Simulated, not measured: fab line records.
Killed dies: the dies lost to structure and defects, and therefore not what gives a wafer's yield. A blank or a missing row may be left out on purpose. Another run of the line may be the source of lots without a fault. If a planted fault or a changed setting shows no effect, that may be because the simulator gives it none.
fab line records	flow nandHarc
record lots=13	wafers=39	lastDay=24
route steps=1159 shown P_BONDPAD@378 THIN_TSV@1102 END@1159
lots that met no fault: taken from a fault-free run of the same line
startH: start of the lot's first displayed wafer, in hours after the record's first day	waitH: hours from the lot's prior step to this one	" repeats the value in the row above	L1.1+2: a single row standing in for several wafers	- no value, or no start given	* or withheld: withheld	< > ~ a bound
route shown NAME@n: a module of which the file shows steps, and the number in the route of the first	usual: mean and standard deviation over wafers with no fault	same: alike in all rows	chamber/n: place in a boat	sites: each site's reading	_std_site: the values' standard deviation	_edge_site: inner sites' mean taken away from outer sites' mean	radiusMm: how far each site lies from the wafer's centre	mask NAME#n: copy n	behind: the tool/chamber that last shaped the wafer	hold: what put the lot on hold/how long, in hours/how the hold closed	device: the transistor (n, p or np) that didn't switch	end of line: at the end of the route, the tests of the same wafers	a step given without rows: its recipe and nothing more	killed: not the wafer's yield, but the dies lost to structure and defects at the first sort	map: the dies of a wafer, with x for killed, . for not killed, _ for no die there
set.NAME: setting as actually run; set.NAME@STEP: the setting as run at that earlier step	model.NAME: the simulator's own value behind a step, which no gauge read
the route's steps for a sample of lots (tables are steps, rows are wafers)
services: the hour from which a tool's chamber was out of use, counted from the record's first day as startH (under 0 if before that day), plus the number of hours and why
## steps
# step NHARC_P_BONDPAD_ECD_18
# recipe targetThkA=4000	bathTempC=25	material=Cu
lot.wafer	tool	chamber	startH	waitH
L283.2+4+5	ecdCu-02	0,1,1	128.96	-
L284.2+4+5	ecdCu-01	1,0,0	130.02	-
L286.1+4+6	ecdCu-02	0,1,0	140.53	-
L285.1+2+5	ecdCu-02	0,1,0	144.75	-
L287.1+3+5	ecdCu-01	0,1,0	153.81	-
L291.2+3+5	ecdCu-01	0	175.46	-
L294.2+1+6	ecdCu-01	0,1,0	192.22	-
L293.1+2+3	ecdCu-01	1,0,1	192.73	-
L295.1+3+6	ecdCu-02	0,1,1	213.97	-
L298.2+1+5	ecdCu-02	1,0,0	224.77	-
L300.2+1+6	ecdCu-02	0,1,0	239.96	-
L303.2+4+3	ecdCu-02	1,1,0	254.46	-
L304.2+4+5	ecdCu-02	0,0,1	258.52	-
# step NHARC_THIN_TSV_CMP_01
# recipe targetThkUm=3
# usual motorCurrentA=11.5/1.4
lot.wafer	tool	chamber	startH	waitH	motorCurrentA
L284.4	cmp-04	2	419.64	0.4	10.5
L284.2	"	0	"	"	12.1
L284.5	"	2	"	"	10.3
L283.2	cmp-04	2	430.12	0.8	9.8
L283.4	"	1	"	"	10.7
L283.5	"	3	"	"	11.3
L286.4	cmp-02	2	444.15	0.5	10.7
L286.1	"	3	"	"	11.4
L286.6	"	1	"	"	11.1
L285.1	cmp-04	3	445.34	1.0	11.3
L285.2	"	2	"	"	10.7
L285.5	"	3	"	"	11.1
L287.1	cmp-04	3	446.56	1.1	10.8
L287.3	"	0	"	"	12.6
L287.5	"	3	"	"	11.0
L291.3	cmp-04	0	464.81	0.6	12.3
L291.2	"	1	"	"	10.8
L291.5	"	0	"	"	12.2
L294.1	cmp-02	3	474.70	1.0	11.0
L293.3	cmp-01	2	483.45	0.7	14.9
L293.1	"	0	"	"	14.6
L295.1	cmp-04	0	504.54	1.1	12.3
L295.3	"	1	"	"	11.6
L295.6	"	0	"	"	12.4
L298.2	cmp-04	2	505.69	0.8	10.5
L298.1	"	0	"	"	11.3
L298.5	"	2	"	"	9.9
L300.1	cmp-04	1	529.40	1.1	11.2
L300.2	"	2	"	"	10.1
L300.6	"	0	"	"	11.9
L303.4	cmp-01	3	555.73	0.4	10.8
L303.3	"	0	"	"	13.3
L303.2	"	1	"	"	9.7
L304.2	cmp-01	3	561.44	0.8	11.4
L304.4	"	1	"	"	10.5
L304.5	"	3	"	"	11.9
# step NHARC_THIN_TSV_DEGAS_53
# recipe tempC=300	timeS=60
# usual heaterPowerW=451/32
lot.wafer	tool	chamber	startH	waitH	heaterPowerW
L284.2	pvdSputter-02	-	425.86	0.1	480
L284.4	"	-	"	"	442
L284.5	"	-	"	"	472
L283.4	pvdSputter-01	-	436.28	0.1	492
L283.2	"	-	"	"	518
L283.5	"	-	"	"	473
L286.1	pvdSputter-01	-	450.30	0.1	428
L286.4	"	-	"	"	470
L286.6	"	-	"	"	503
L285.2	pvdSputter-03	-	451.56	0.1	438
L285.1	"	-	"	"	471
L285.5	"	-	"	"	435
L287.1	pvdSputter-02	-	452.81	0.1	433
L287.3	"	-	"	"	456
L287.5	"	-	"	"	449
L291.2	pvdSputter-01	-	471.10	0.1	477
L291.3	"	-	"	"	418
L291.5	"	-	"	"	462
L294.1	pvdSputter-03	-	480.93	0.1	414
L293.1	pvdSputter-03	-	489.82	0.1	511
L293.3	"	-	"	"	432
L295.1	pvdSputter-03	-	510.85	0.1	420
L295.3	"	-	"	"	454
L295.6	"	-	"	"	495
L298.2	pvdSputter-03	-	511.67	0.1	456
L298.1	"	-	"	"	513
L298.5	"	-	"	"	496
L300.1	pvdSputter-03	-	535.45	0.1	434
L300.2	"	-	"	"	466
L300.6	"	-	"	"	427
L303.2	pvdSputter-02	-	562.07	0.1	440
L303.4	"	-	"	"	426
L303.3	"	-	"	"	453
L304.2	pvdSputter-01	-	567.85	0.1	442
L304.4	"	-	"	"	483
L304.5	"	-	"	"	469
# step NHARC_THIN_TSV_STRIP_56
# recipe powerW=1500	tempC=250	chemistry=O2
# usual drypumpMotorCurrentA=5.66/0.3	heaterPowerW=319/24
lot.wafer	tool	chamber	startH	waitH	drypumpMotorCurrentA	heaterPowerW	rfHoursCounterH
L284.2	plasmaAsher-01	1	427.66	0.1	5.76	353	48
L284.4	"	0	"	"	5.47	282	-
L284.5	"	0	"	"	5.50	282	-
L283.2	plasmaAsher-02	1	437.95	0.1	6.13	313	24
L283.4	"	0	"	"	5.30	337	-
L283.5	"	1	"	"	6.13	314	-
L286.1	plasmaAsher-01	1	451.95	0.1	5.71	354	56
L286.4	"	0	"	"	5.48	285	-
L286.6	"	0	"	"	5.50	277	-
L285.2	plasmaAsher-01	0	453.26	0.1	5.53	280	56
L285.1	"	1	"	"	5.72	353	56
L285.5	"	0	"	"	5.51	275	-
L287.1	plasmaAsher-02	1	454.88	0.4	6.09	315	29
L287.3	"	1	"	"	6.10	311	-
L287.5	"	1	"	"	6.07	314	-
L291.2	plasmaAsher-01	0	472.80	0.1	5.55	291	3
L291.3	"	0	"	"	5.54	278	-
L291.5	"	1	"	"	5.72	332	-
L294.1	plasmaAsher-01	0	482.90	0.3	5.52	284	7
L293.1	plasmaAsher-02	1	491.61	0.1	6.09	317	46
L293.3	"	1	"	"	6.10	317	-
L295.1	plasmaAsher-02	1	512.68	0.2	6.10	313	53
L295.3	"	0	"	"	5.28	336	-
L295.6	"	0	"	"	5.27	343	-
L298.1	plasmaAsher-02	0	513.49	0.1	5.26	345	53
L298.2	"	1	"	"	6.13	320	53
L298.5	"	0	"	"	5.27	346	-
L300.2	plasmaAsher-01	0	537.39	0.1	5.49	284	25
L300.1	"	1	"	"	5.74	321	25
L300.6	"	1	"	"	5.73	339	-
L303.2	plasmaAsher-02	1	563.85	0.2	6.12	312	6
L303.4	"	0	"	"	5.30	341	-
L303.3	"	1	"	"	6.10	297	-
L304.2	plasmaAsher-01	1	569.80	0.2	5.74	320	39
L304.4	"	0	"	"	5.50	282	-
L304.5	"	1	"	"	5.73	332	-
# step NHARC_END_SORT_01
# recipe tempC=25
# usual defectLimitedYield=95.6/1.5	killedAtArray=27/10	killedAtOther=0.6/0.83	killedAtPeriphery=2.4/1.8	killedDies=30/10	killedOpen=3.3/1.7	killedShort=1.8/1.4	sort_bin_2_pct=1.3/0.69	sort_bin_3_pct=0.25/0.24	sort_bin_4_pct=2.8/0.94	sortNPass=647/10	sortRimYieldPct=96.7/2.1	sortYieldPct=95.6/1.5
# same grossDies=677	sort_bin_5_pct[%]=0	sort_bin_6_pct[%]=0	sort_bin_7_pct[%]=0	sort_bin_8_pct[%]=0	sortRimNGross=106.00
lot.wafer	tool	chamber	startH	waitH	defectLimitedYield[%]	killedAtArray	killedAtOther	killedAtPeriphery	killedDies	killedOpen	killedShort	sort_bin_2_pct[%]	sort_bin_3_pct[%]	sort_bin_4_pct[%]	sortNPass	sortRimYieldPct[%]	sortYieldPct[%]
L287.1	prober-02	0	462.34	2.5	95.3	27	0	5	32	3	1	0.7	0.30	3.7	645	99.1	95.3
L287.3	prober-02	0	463.93	3.1	95.6	28	1	1	30	3	5	1.6	0.30	2.5	647	98.1	95.6
L287.5	prober-02	0	465.51	3.7	97.8	15	0	0	15	2	1	0.7	0.15	1.3	662	99.1	97.8
L285.1	prober-02	0	470.09	2.5	95.3	28	1	3	32	2	1	1.0	0	3.7	645	97.2	95.3
L285.2	prober-02	0	470.89	2.8	94.8	34	0	1	35	1	3	1.3	0.89	3.0	642	95.3	94.8
L285.5	prober-02	0	473.29	3.7	96.0	24	0	3	27	3	0	1.3	0	2.7	650	96.2	96.0
L294.1	prober-01	0	489.81	2.5	96.9	20	0	1	21	2	0	0.6	0.30	2.2	656	97.2	96.9
L294.2	prober-01	0	490.61	2.8	0	34	1	642	677	3	2	96.0	0	4.0	0	0	0
L294.6	prober-01	0	493.82	4.0	0	19	0	658	677	4	3	98.7	0	1.3	0	0	0
L293.1	prober-02	0	501.30	2.5	94.8	30	0	5	35	5	2	1.8	0.30	3.1	642	95.3	94.8
L293.2	prober-02	0	502.10	2.8	0	30	0	647	677	4	3	97.2	0.44	2.4	0	0	0
L293.3	prober-02	0	502.91	3.1	94.2	37	0	2	39	6	5	1.2	0.15	4.4	638	95.3	94.2
L295.1	prober-01	0	529.91	2.5	92.5	45	1	5	51	4	3	2.1	0.59	4.9	626	89.6	92.5
L295.3	prober-01	0	531.49	3.1	93.1	45	1	1	47	3	2	3.0	0.15	3.8	630	96.2	93.1
L295.6	prober-01	0	533.85	3.9	93.2	41	0	5	46	2	1	1.8	0.44	4.6	631	95.3	93.2
L304.2	prober-02	0	579.34	2.8	95.6	22	1	7	30	6	1	1.2	0.44	2.8	647	96.2	95.6
L304.4	prober-02	0	580.94	3.4	95.7	16	1	12	29	3	1	1.2	0.15	3.0	648	97.2	95.7
L304.5	prober-02	0	581.73	3.7	95.6	25	2	3	30	3	2	1.8	0	2.7	647	96.2	95.6
# killed by level:class
L287.1 A_SLIT:chamberFilmFlake=12 A_CONTACT:chamberFilmFlake=5 A_STAIRCASE:chamberFilmFlake=4 P_M1:chamberFilmFlake=3 A_CHANNEL_HOLE_D1:chamberFilmFlake=2 P_GATE:geometricParticle:open=1 A_ONON_D1:geometricParticle:open=1 A_SGD_CUT:geometricParticle:open=1
L287.3 A_SLIT:chamberFilmFlake=9 A_STAIRCASE:chamberFilmFlake=4 A_WL_FILL:geometricParticle:short=3 A_CHANNEL_HOLE_D1:chamberFilmFlake=2 A_CONTACT:chamberFilmFlake=2 A_BONDPAD:chamberFilmFlake=2 A_SGD_CUT:geometricParticle:open=1 A_CONTACT:geometricParticle:short=1
L287.5 A_SLIT:chamberFilmFlake=9 A_CHANNEL_FILL_D1:geometricParticle:open=1 A_WL_FILL:geometricParticle:short=1 A_WL_FILL:geometricParticle:open=1 A_CHANNEL_HOLE_D1:chamberFilmFlake=1 A_STAIRCASE:chamberFilmFlake=1 A_CONTACT:chamberFilmFlake=1
L285.1 A_CHANNEL_HOLE_D1:chamberFilmFlake=19 A_BONDPAD:chamberFilmFlake=4 P_CONTACT:geometricParticle:open=2 A_CONTACT:chamberFilmFlake=2 STARTING-WAFER:geometricParticle:short=1 P_ZERO_WELL:chamberFilmFlake=1 A_ZERO_WELL:chamberFilmFlake=1 A_STAIRCASE:chamberFilmFlake=1
L285.2 A_CHANNEL_HOLE_D1:chamberFilmFlake=15 A_ZERO_WELL:chamberFilmFlake=6 A_WL_FILL:geometricParticle:short=2 A_CONTACT:chamberFilmFlake=2 A_BONDPAD:chamberFilmFlake=2 A_CHANNEL_FILL_D1:geometricParticle:short=1 A_CHANNEL_FILL_D1:geometricParticle:open=1 P_GATE:chamberFilmFlake=1
L285.5 A_CHANNEL_HOLE_D1:chamberFilmFlake=11 A_CONTACT:chamberFilmFlake=4 A_CHANNEL_FILL_D1:geometricParticle:open=2 A_ZERO_WELL:chamberFilmFlake=2 A_M1:chamberFilmFlake=2 A_BONDPAD:chamberFilmFlake=2 P_M0:geometricParticle:open=1 P_ZERO_WELL:chamberFilmFlake=1
L294.1 A_SLIT:chamberFilmFlake=12 A_CHANNEL_HOLE_D1:chamberFilmFlake=6 P_M0:geometricParticle:open=1 A_SOURCE_PLATE:geometricParticle:open=1 A_STAIRCASE:chamberFilmFlake=1
L294.2 P_BONDPAD:areaEcd=639 A_SLIT:chamberFilmFlake=20 A_STAIRCASE:chamberFilmFlake=5 P_ZERO_WELL:chamberFilmFlake=3 A_CHANNEL_HOLE_D1:chamberFilmFlake=3 A_CONTACT:chamberFilmFlake=2 A_ONON_D1:geometricParticle:short=1 A_BLC:geometricParticle:open=1
L294.6 P_BONDPAD:areaEcd=654 A_SLIT:chamberFilmFlake=11 A_STAIRCASE:chamberFilmFlake=2 P_CONTACT:geometricParticle:open=1 P_M1:geometricParticle:open=1 A_CHANNEL_FILL_D1:geometricParticle:short=1 A_WL_FILL:geometricParticle:short=1 A_CONTACT:geometricParticle:open=1
L293.1 A_CHANNEL_HOLE_D1:chamberFilmFlake=14 A_CONTACT:chamberFilmFlake=9 P_M1:geometricParticle:open=2 P_GATE:chamberFilmFlake=2 A_WL_FILL:chamberFilmFlake=2 P_M0:geometricParticle:open=1 A_ONON_D1:geometricParticle:short=1 A_CHANNEL_FILL_D1:geometricParticle:short=1
L293.2 P_BONDPAD:areaEcd=646 A_CHANNEL_HOLE_D1:chamberFilmFlake=17 A_STAIRCASE:chamberFilmFlake=2 A_CONTACT:chamberFilmFlake=2 A_ONON_D1:geometricParticle:short=1 A_CHANNEL_HOLE_D1:geometricParticle:open=1 A_CHANNEL_HOLE_D1:geometricParticle:short=1 A_CHANNEL_FILL_D1:geometricParticle:open=1
L293.3 A_CHANNEL_HOLE_D1:chamberFilmFlake=19 A_CONTACT:geometricParticle:open=5 A_CONTACT:chamberFilmFlake=5 A_ONON_D1:geometricParticle:short=2 A_CHANNEL_FILL_D1:chamberFilmFlake=2 P_CONTACT:geometricParticle:short=1 P_CONTACT:geometricParticle:open=1 A_CHANNEL_HOLE_D1:geometricParticle:short=1
L295.1 A_CHANNEL_HOLE_D1:chamberFilmFlake=19 A_SLIT:chamberFilmFlake=13 A_STAIRCASE:chamberFilmFlake=5 P_GATE:chamberFilmFlake=2 P_M0:geometricParticle:open=1 P_M1:geometricParticle:short=1 A_SOURCE_PLATE:geometricParticle:open=1 A_BLC:geometricParticle:open=1
L295.3 A_CHANNEL_HOLE_D1:chamberFilmFlake=21 A_SLIT:chamberFilmFlake=13 A_CONTACT:chamberFilmFlake=3 A_WL_FILL:chamberFilmFlake=2 P_CONTACT:geometricParticle:open=1 A_SOURCE_PLATE:geometricParticle:open=1 A_ONON_D1:geometricParticle:short=1 A_WL_FILL:geometricParticle:short=1
L295.6 A_CHANNEL_HOLE_D1:chamberFilmFlake=17 A_SLIT:chamberFilmFlake=15 A_CONTACT:chamberFilmFlake=5 A_STAIRCASE:chamberFilmFlake=2 P_STI:geometricParticle:short=1 P_CONTACT:geometricParticle:open=1 A_CONTACT:geometricParticle:open=1 P_ZERO_WELL:chamberFilmFlake=1
L304.2 A_CHANNEL_HOLE_D1:chamberFilmFlake=7 P_M2:chamberFilmFlake=5 A_SGD_CUT:chamberFilmFlake=4 A_CONTACT:chamberFilmFlake=3 A_CONTACT:geometricParticle:open=2 A_SOURCE_PLATE:geometricParticle:open=1 A_CHANNEL_FILL_D1:geometricParticle:open=1 A_CHANNEL_FILL_D1:geometricParticle:short=1
L304.4 A_CHANNEL_HOLE_D1:chamberFilmFlake=8 P_M2:chamberFilmFlake=7 P_GATE:chamberFilmFlake=3 A_CONTACT:chamberFilmFlake=3 P_GATE:geometricParticle:open=1 A_WL_FILL:geometricParticle:short=1 A_CONTACT:geometricParticle:open=1 A_M0:geometricParticle:open=1
L304.5 A_CHANNEL_HOLE_D1:chamberFilmFlake=10 A_CONTACT:chamberFilmFlake=5 A_SGD_CUT:chamberFilmFlake=4 P_M2:chamberFilmFlake=3 A_M0:geometricParticle:open=2 THIN_TSV:chamberFilmFlake=2 A_CHANNEL_FILL_D1:geometricParticle:short=1 A_CONTACT:geometricParticle:open=1
## services
tool	chamber	startH	hours	kind
cmp-04	-	105.21	4.0	pm
plasmaAsher-02	-	110.17	1.5	repair
plasmaAsher-02	-	114.12	1.7	repair
plasmaAsher-02	-	183.00	9.0	pm
ecdCu-02	-	187.25	8.0	pm
cmp-04	-	203.21	4.0	pm
cmp-04	-	217.58	1.5	repair
cmp-04	-	273.55	0.3	repair
plasmaAsher-01	-	276.27	9.0	pm
cmp-04	-	301.21	4.0	pm
cmp-04	-	313.06	6.5	repair
plasmaAsher-02	-	342.55	0.5	repair
cmp-04	-	355.60	0.5	repair
plasmaAsher-02	-	360.00	9.0	pm
ecdCu-02	-	363.25	8.0	pm
cmp-04	-	399.21	4.0	pm
plasmaAsher-01	-	431.91	2.3	repair
plasmaAsher-01	-	453.54	9.0	pm
cmp-04	-	491.35	2.7	repair
cmp-04	-	497.21	4.0	pm
ecdCu-02	-	507.07	1.6	repair
cmp-04	-	524.54	0.5	repair
ecdCu-02	-	539.25	8.0	pm
plasmaAsher-01	-	548.13	1.0	repair
## key
firstSign step=NHARC_END_SORT_01	reading=killedAtPeriphery	direction=up	sigmas=99+	usual=2.4	struck=649
effect step=NHARC_END_SORT_01	reading=sort_bin_2_pct	direction=up	sigmas=99+	usual=1.3	struck=97.3
moreKillsBornAt NHARC_P_BONDPAD_ECD_18@ecdCu-01=1939
metAt NHARC_P_BONDPAD_ECD_18
struckLots L293,L294
struckWafers L293.2,L294.2,L294.6
laterRowsLeftOut L293.2,L294.2,L294.6
notActingAt NHARC_THIN_TSV_CMP_01,NHARC_THIN_TSV_DEGAS_53,NHARC_THIN_TSV_STRIP_56
fault kind=processParameterDrift	tool=ecdCu-01	chamber=0	onsetH=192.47	steps=NHARC_P_BONDPAD_ECD_18	channel=targetThkA	offset=*	shape=step	endH=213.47	actsIn=*	stated=*
# laterRowsLeftOut: the simulator's readings of these wafers behind a module that went badly wrong aren't trusted and aren't shown, but for the sort
